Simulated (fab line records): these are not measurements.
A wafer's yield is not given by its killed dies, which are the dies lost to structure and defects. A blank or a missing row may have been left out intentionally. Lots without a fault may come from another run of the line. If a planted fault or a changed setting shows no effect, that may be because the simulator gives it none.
Which tool is to blame? / flow nandHarc / 13 lots, 39 wafers sampled, at 5 steps of a route of 1302

== WHAT EACH GAUGE READ, for each wafer ==
NHARC_THIN_TSV_CD_MEAS_33: target cd 5000 nm. Usual: cdNm 4998.6 nm, standard deviation 2.5.
lot=L256; measured=day 25 05:42; on=cdSem-01; cdNm (nm)=4998.6 4998.0 5001.6; flag=
lot=L259; measured=day 25 09:28; on=cdSem-01; cdNm (nm)=4993.4 4998.6 4998.6; flag=
lot=L258; measured=day 25 10:29; on=cdSem-02; cdNm (nm)=5000.4 4994.1 5002.8; flag=
lot=L261; measured=day 26 03:44; on=cdSem-02; cdNm (nm)=4999.9 4999.5 5001.6; flag=
lot=L262; measured=day 27 05:08; on=cdSem-03; cdNm (nm)=5001.0 4999.0 4998.8; flag=
lot=L264; measured=day 27 06:16; on=cdSem-03; cdNm (nm)=4998.2 4997.4 4996.6; flag=
lot=L265; measured=day 27 20:55; on=cdSem-03; cdNm (nm)=5000.4 4995.1 4998.8; flag=
lot=L266; measured=day 28 11:43; on=cdSem-01; cdNm (nm)=4993.4 5002.1 4999.6; flag=
lot=L273; measured=day 31 07:59; on=cdSem-01; cdNm (nm)=4998.3 4998.7 4999.2; flag=
lot=L274; measured=day 31 16:47; on=cdSem-02; cdNm (nm)=4996.9 4999.1 4999.0; flag=
lot=L276; measured=day 32 09:17; on=cdSem-02; cdNm (nm)=4995.2 5002.5 5002.5; flag=
lot=L279; measured=day 33 02:53; on=cdSem-02; cdNm (nm)=4996.6 4999.4 5000.3; flag=
lot=L278; measured=day 33 05:07; on=cdSem-01; cdNm (nm)=4999.7 4997.8 4997.7; flag=

NHARC_THIN_TSV_CD_MEAS_37. Usual: cdNm 4998 nm, standard deviation 3.7.
lot=L256; measured=day 25 07:09; on=cdSem-03; cdNm (nm)=4995 5000 5005; flag=
lot=L259; measured=day 25 10:56; on=cdSem-02; cdNm (nm)=4992 4995 5004; flag=
lot=L258; measured=day 25 11:57; on=cdSem-03; cdNm (nm)=5005 4989 5001; flag=
lot=L261; measured=day 26 05:34; on=cdSem-03; cdNm (nm)=5002 5002 5008; flag=
lot=L262; measured=day 27 06:39; on=cdSem-01; cdNm (nm)=5001 4995 4995; flag=
lot=L264; measured=day 27 07:43; on=cdSem-01; cdNm (nm)=4999 4998 4994; flag=
lot=L265; measured=day 27 22:21; on=cdSem-03; cdNm (nm)=4997 4997 4998; flag=
lot=L266; measured=day 28 13:08; on=cdSem-01; cdNm (nm)=4991 5004 4999; flag=
lot=L273; measured=day 31 09:26; on=cdSem-02; cdNm (nm)=4995 4996 5004; flag=
lot=L274; measured=day 31 18:14; on=cdSem-03; cdNm (nm)=4998 5001 4999; flag=
lot=L276; measured=day 32 10:44; on=cdSem-02; cdNm (nm)=4994 5005 5001; flag=
lot=L279; measured=day 33 04:21; on=cdSem-03; cdNm (nm)=4995 5000 4994; flag=
lot=L278; measured=day 33 06:50; on=cdSem-02; cdNm (nm)=4999 4997 5000; flag=

NHARC_END_SORT_01. Usual: killedAtArray 46, standard deviation 15; killedAtOther 1.0, standard deviation 1.3; killedAtPeriphery 4, standard deviation 3; killedDies 51, standard deviation 15; killedOpen 3.2, standard deviation 1.8; killedShort 2.5, standard deviation 1.5.
lot=L264; measured=day 27 14:19; on=prober-01; killedAtArray=47 43 47; killedAtOther=2 0 2; killedAtPeriphery=1 0 2; killedDies=50 43 51; killedOpen=2 2 6; killedShort=3 3 2; flag=
lot=L273; measured=day 31 19:50; on=prober-01; killedAtArray=149 167 146; killedAtOther=0 3 1; killedAtPeriphery=2 2 4; killedDies=151 172 151; killedOpen=1 6 3; killedShort=5 2 2; flag=OFF
lot=L274; measured=day 32 04:22; on=prober-01; killedAtArray=138 129 123; killedAtOther=6 4 1; killedAtPeriphery=2 6 3; killedDies=146 139 127; killedOpen=3 2 4; killedShort=4 0 2; flag=OFF

== TOOL THAT RAN EACH LOT (tool first, then ch and the chambers of the sampled wafers, then the start) ==
lot=L256; NHARC_A_CONTACT_ETCH_126=harCapEtch-03 ch 0,1, day 22 03:08; NHARC_THIN_TSV_DESCUM_35=rieDiel-08 ch 1,2,3, day 25 05:53
lot=L259; NHARC_A_CONTACT_ETCH_126=harCapEtch-03 ch 0,1, day 22 23:50; NHARC_THIN_TSV_DESCUM_35=rieDiel-03 ch 2,3, day 25 09:38
lot=L258; NHARC_A_CONTACT_ETCH_126=harCapEtch-02 ch 0,1, day 23 02:52; NHARC_THIN_TSV_DESCUM_35=rieDiel-09 ch 0,2, day 25 10:38
lot=L261; NHARC_A_CONTACT_ETCH_126=harCapEtch-02 ch 0,1, day 24 03:33; NHARC_THIN_TSV_DESCUM_35=rieDiel-03 ch 1,3, day 26 03:54
lot=L262; NHARC_A_CONTACT_ETCH_126=harCapEtch-02 ch 0,1, day 25 03:34; NHARC_THIN_TSV_DESCUM_35=rieDiel-08 ch 0,2,3, day 27 05:17
lot=L264; NHARC_A_CONTACT_ETCH_126=harCapEtch-03 ch 0, day 25 05:08; NHARC_THIN_TSV_DESCUM_35=rieDiel-03 ch 0,1,3, day 27 06:28
lot=L265; NHARC_A_CONTACT_ETCH_126=harCapEtch-02 ch 0,1, day 25 22:56; NHARC_THIN_TSV_DESCUM_35=rieDiel-03 ch 1,2,3, day 27 21:04
lot=L266; NHARC_A_CONTACT_ETCH_126=harCapEtch-02 ch 0,1, day 26 07:48; NHARC_THIN_TSV_DESCUM_35=rieDiel-08 ch 0,1,3, day 28 11:53
lot=L273; NHARC_A_CONTACT_ETCH_126=harCapEtch-02 ch 0,1, day 29 02:53; NHARC_THIN_TSV_DESCUM_35=rieDiel-03 ch 1,2,3, day 31 08:09
lot=L274; NHARC_A_CONTACT_ETCH_126=harCapEtch-02 ch 0,1, day 29 18:47; NHARC_THIN_TSV_DESCUM_35=rieDiel-08 ch 1,2,3, day 31 16:58
lot=L276; NHARC_A_CONTACT_ETCH_126=harCapEtch-03 ch 0,1, day 30 02:01; NHARC_THIN_TSV_DESCUM_35=rieDiel-08 ch 1,3, day 32 09:28
lot=L279; NHARC_A_CONTACT_ETCH_126=harCapEtch-01 ch 0,1, day 30 19:09; NHARC_THIN_TSV_DESCUM_35=rieDiel-09 ch 1,2,3, day 33 03:04
lot=L278; NHARC_A_CONTACT_ETCH_126=harCapEtch-03 ch 1, day 30 21:06; NHARC_THIN_TSV_DESCUM_35=rieDiel-03 ch 2,3, day 33 05:16
- NHARC_A_CONTACT_ETCH_126: etches the open film in C4F8/O2/Ar, time 197 s, target depth 1918 nm.
- NHARC_THIN_TSV_DESCUM_35: chemistry O2, time 3 s.

== AS READ BY THE TOOLS THEMSELVES (means over the sampled wafers that have a number; for cases with no such wafer, the mark the record gives instead) ==
NHARC_THIN_TSV_DESCUM_35. Usual: drypumpMotorCurrentA 5.80 A, standard deviation 0.29; oesProductAu 1.001 a.u., standard deviation 0.013; rfVppV 57.8 V, standard deviation 0.91; showerheadPlenumPTorr 1.91 Torr, standard deviation 0.078; throttleValvePct 11.312 %, standard deviation 0.0097.
lot=L256; tool=rieDiel-08; drypumpMotorCurrentA (A)=5.50; oesProductAu (a.u.)=0.996; rfVppV (V)=58.0; showerheadPlenumPTorr (Torr)=1.84; throttleValvePct (%)=11.312; flag=
lot=L259; tool=rieDiel-03; drypumpMotorCurrentA (A)=5.89; oesProductAu (a.u.)=0.999; rfVppV (V)=59.0; showerheadPlenumPTorr (Torr)=1.92; throttleValvePct (%)=11.316; flag=
lot=L258; tool=rieDiel-09; drypumpMotorCurrentA (A)=5.91; oesProductAu (a.u.)=1.003; rfVppV (V)=58.1; showerheadPlenumPTorr (Torr)=1.97; throttleValvePct (%)=11.308; flag=
lot=L261; tool=rieDiel-03; drypumpMotorCurrentA (A)=5.98; oesProductAu (a.u.)=0.993; rfVppV (V)=58.1; showerheadPlenumPTorr (Torr)=1.93; throttleValvePct (%)=11.313; flag=
lot=L262; tool=rieDiel-08; drypumpMotorCurrentA (A)=5.64; oesProductAu (a.u.)=0.998; rfVppV (V)=58.0; showerheadPlenumPTorr (Torr)=1.79; throttleValvePct (%)=11.321; flag=
lot=L264; tool=rieDiel-03; drypumpMotorCurrentA (A)=5.77; oesProductAu (a.u.)=0.999; rfVppV (V)=57.8; showerheadPlenumPTorr (Torr)=1.95; throttleValvePct (%)=11.316; flag=
lot=L265; tool=rieDiel-03; drypumpMotorCurrentA (A)=6.01; oesProductAu (a.u.)=0.998; rfVppV (V)=57.5; showerheadPlenumPTorr (Torr)=1.92; throttleValvePct (%)=11.310; flag=
lot=L266; tool=rieDiel-08; drypumpMotorCurrentA (A)=5.58; oesProductAu (a.u.)=1.002; rfVppV (V)=57.9; showerheadPlenumPTorr (Torr)=1.84; throttleValvePct (%)=11.313; flag=
lot=L273; tool=rieDiel-03; drypumpMotorCurrentA (A)=5.99; oesProductAu (a.u.)=1.000; rfVppV (V)=57.4; showerheadPlenumPTorr (Torr)=1.92; throttleValvePct (%)=11.310; flag=
lot=L274; tool=rieDiel-08; drypumpMotorCurrentA (A)=5.50; oesProductAu (a.u.)=1.011; rfVppV (V)=58.2; showerheadPlenumPTorr (Torr)=1.84; throttleValvePct (%)=11.314; flag=
lot=L276; tool=rieDiel-08; drypumpMotorCurrentA (A)=5.38; oesProductAu (a.u.)=1.002; rfVppV (V)=57.4; showerheadPlenumPTorr (Torr)=1.83; throttleValvePct (%)=11.309; flag=
lot=L279; tool=rieDiel-09; drypumpMotorCurrentA (A)=6.00; oesProductAu (a.u.)=1.015; rfVppV (V)=57.8; showerheadPlenumPTorr (Torr)=2.01; throttleValvePct (%)=11.319; flag=
lot=L278; tool=rieDiel-03; drypumpMotorCurrentA (A)=6.04; oesProductAu (a.u.)=0.998; rfVppV (V)=57.5; showerheadPlenumPTorr (Torr)=1.91; throttleValvePct (%)=11.313; flag=

== THE ANSWER, worked out from the rows above alone ==
Rule: a lot is off if the mean of its wafers that have a number lies more than 3 standard deviations from the usual mean. Also off: a lot with no number at a reading for which 4 or more lots have one. Where the step has rows for the other lots, those lots are counted as sound. After the gauges, taken in route order, come the tools' own readings; for these a lot's mean is taken, as printed above. At the first step where some lot is off, the reading lying furthest off is the one used; lots without a number count as furthest.
Off, at NHARC_END_SORT_01 on killedAtArray: L273, L274. Neither off nor sound, because the step has no rows for them: L256, L259, L258, L261, L262, L265, L266, L276, L279, L278.
A tool fits if, at a process step before that reading, it ran every lot that is off, and no sound lot after the first of them. Gauges at NHARC_END_SORT_01: tried the same way as those tools. This does not decide it: 2 tools fit, namely harCapEtch-02 at NHARC_A_CONTACT_ETCH_126 and prober-01 at NHARC_END_SORT_01.

== WHAT THE SIMULATOR PUT IN ==
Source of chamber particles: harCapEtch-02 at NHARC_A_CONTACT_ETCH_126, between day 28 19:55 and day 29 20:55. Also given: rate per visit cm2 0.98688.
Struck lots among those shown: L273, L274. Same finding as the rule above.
